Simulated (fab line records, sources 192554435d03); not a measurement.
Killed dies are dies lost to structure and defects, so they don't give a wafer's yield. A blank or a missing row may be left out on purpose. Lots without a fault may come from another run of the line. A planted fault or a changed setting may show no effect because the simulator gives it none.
Chamber matching | flow n5_finfet | N5_BEOL_M1_PRE_CLEAN_60 on cvd_co-01: 3 sister chambers
The step time 15 s. 3 wafers are shown with their chamber, then 8 later ones without.

WAFERS WITH THEIR CHAMBER
wafer  | chamber | heater_power_w (W)
L087.3 | 1       | 92
L087.4 | 2       | 58
L085.1 | 0       | 89

WAFERS WITHOUT THEIR CHAMBER
wafer  | heater_power_w (W)
L085.2 | 93
L085.3 | 59
L085.4 | 94
L085.5 | 58
L085.6 | 88
L089.1 | 89
L089.5 | 91
L089.6 | 95

WHICH CHAMBER EACH WENT THROUGH
wafer  | from the rows above     | in truth
L085.2 | 1                       | 1
L085.3 | 2                       | 2
L085.4 | 1                       | 1
L085.5 | 2                       | 2
L085.6 | 0                       | 0
L089.1 | 0                       | 0
L089.5 | can't be placed: 1 or 0 | 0
L089.6 | 1                       | 1
Placed correctly: 7 of 8. Can't be placed from these rows: 1 (the true chamber is among the candidates in 1). Placed wrongly: 0.
How it was worked out, from the rows above alone: a wafer's distance from a chamber is the root of the sum, over the readings, of the square of ((its reading less the chamber's mean) divided by the reading's scatter). The wafer belongs to the nearest chamber; if the next one is less than 2 further off, it can't be placed. A chamber's mean is the mean of its shown wafers. The scatter: with one shown wafer a chamber, the root of the mean of the squares of how far each hidden wafer lies from its nearest shown one.
